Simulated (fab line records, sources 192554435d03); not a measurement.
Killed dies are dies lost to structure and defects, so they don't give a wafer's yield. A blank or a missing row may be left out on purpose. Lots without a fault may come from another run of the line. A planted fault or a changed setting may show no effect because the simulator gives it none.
A struck lot beside a sound one | flow n5_finfet | 15 steps out of a route of 1938
Sound: wafers L929.1, L929.3, L929.6. Struck: wafers L930.5, L930.6. (L930.1 of the same lot was not struck and is left out.) The cause comes at the end.
At each step with rows: each side's tool, then ch and its chambers, then its first start. Under that, the readings that differ: sound wafers | struck wafers | difference of the means | sigmas: that difference in standard deviations of wafers without a fault.
alike: readings whose means differ by less than 2 such deviations, and words and numbers that are the same on both sides. not compared: withheld readings, readings that some wafer has no value for, bounds like >300 that may hide the same value, and numbers for which the record gives no deviation and whose values overlap.
The two part at a step that has a row with sigmas, a row that says differs or no value, or rows on one side only. Numbers that don't overlap but have no deviation are shown without sigmas and don't part them. A reading that every wafer of one side lacks parts them only if that side has two wafers or more.

first, 1 step without rows for these wafers: N5_BEOL_M0_SAQP_SRD_93 (time 30 s).
N5_BEOL_M0_SAQP_RECESS_114: chemistry HF/NH3, target SiO2, target depth 14.4 nm, afs cycles 3, sublimation time 60 s.
  sound on vapor_etch-02 ch 0,1, day 7 22:46; struck on vapor_etch-02 ch 0,1, day 8 08:19
  alike: drypump_motor_current_A
N5_BEOL_M0_SAQP_SPACER1_ALD_98: deposits SiO2, target thk 12.8 nm, pulse time 1 s, purge time 2 s.
  sound on ald_sin-01 ch 0,1, day 7 23:09; struck on ald_sin-03 ch 0,1, day 8 09:15
  alike: heater_power_w, precursor_pulse_height_rel
N5_BEOL_M0_SAQP_SPACER1_ETCHBACK_99: etches SiO2 in CHF3/O2, target depth 15.4 nm, time 7.7 s.
  sound on rie_diel-02 ch 0,1,3, day 7 23:37; struck on rie_diel-06 ch 0,1, day 8 09:44
  alike: drypump_motor_current_A, oes_product_au, rf_vpp_V, showerhead_plenum_p_Torr, throttle_valve_pct
  not compared: rf_hours_counter_h
N5_BEOL_M0_SAQP_MANDREL1_REMOVE_100: chemistry HBr/Cl2/O2, target a-Si, stops on SiNx, bt time 10 s.
  sound on rie_si-06 ch 0,2, day 7 23:43; struck on rie_si-01 ch 0,1, day 8 09:49
  alike: drypump_motor_current_A, oes_product_au, throttle_valve_pct
  not compared: rf_hours_counter_h
N5_BEOL_M0_SAQP_CD_MEAS_25: target cd 13.1 nm.
  sound on cd_sem-02 ch 0, day 7 23:49; struck on cd_sem-02 ch 0, day 8 09:55
  alike: cd_nm
then, 5 steps without rows for these wafers: N5_BEOL_M0_SAQP_ETCH_101 (etches SiNx in CH3F/O2, target depth 29.9 nm, time 42.7 s); N5_BEOL_M0_SAQP_ETCH_102 (etches SiO2 in CF4, target depth 4 nm, time 4.4 s); N5_BEOL_M0_SAQP_MANDREL_ETCH_103 (etches a-Si in HBr/Cl2, stops on SiCN, target depth 45 nm, bt time 10 s, time 27 s); N5_BEOL_M0_SAQP_RECESS_104 (chemistry HF/NH3, target SiO2, target depth 18 nm, afs cycles 3, sublimation time 60 s); N5_BEOL_M0_SAQP_COAT_105 (time 60 s, resist thk 100 nm).
N5_BEOL_M0_SAQP_ETCH_106: etches SOC in N2/H2, stops on SiNx, target depth 150 nm.
  sound on rie_diel-03 ch 1,2,3, day 8 00:33; struck on rie_diel-03 ch 2,3, day 8 10:42
  alike: drypump_motor_current_A, oes_product_au, rf_vpp_V, showerhead_plenum_p_Torr, throttle_valve_pct
  not compared: rf_hours_counter_h
N5_BEOL_M0_SAQP_ETCH_107: etches SiNx in CH3F/O2, target depth 30 nm.
  sound on rie_diel-03 ch 1,2,3, day 8 00:37; struck on rie_diel-03 ch 2,3, day 8 10:46
  reading                                  | sound        | struck    | difference | sigmas
  model.BEOL_M0_SAQP.feature_depth_nm (nm) | 30.4 30 29.2 | 26.4 25.4 | -4.0       |
  alike: drypump_motor_current_A, oes_product_au, rf_vpp_V, showerhead_plenum_p_Torr, throttle_valve_pct
  not compared: rf_hours_counter_h
then, 1 step without rows for these wafers: N5_BEOL_M0_SAQP_STRIP_108 (strips in N2/H2).
-- the record jumps here: 3 days lie between the struck wafers' starts before and after (it left off in module BEOL_M0_SAQP and takes up again in module BEOL_M4, whose first step shown is number 1111 of the route) --
N5_BEOL_M4_RC_MEAS_101:
  sound on prober-01 ch 0, day 12 19:11; struck on prober-01 ch 0, day 11 14:42
  alike: DIBL_N, DIBL_P, IOFF_N, IOFF_P, ION_N, ION_P, SS_N, SS_P, VT_N, VT_P

WHERE THEY PART
Nowhere in this record.

WHY: what the simulator had put in
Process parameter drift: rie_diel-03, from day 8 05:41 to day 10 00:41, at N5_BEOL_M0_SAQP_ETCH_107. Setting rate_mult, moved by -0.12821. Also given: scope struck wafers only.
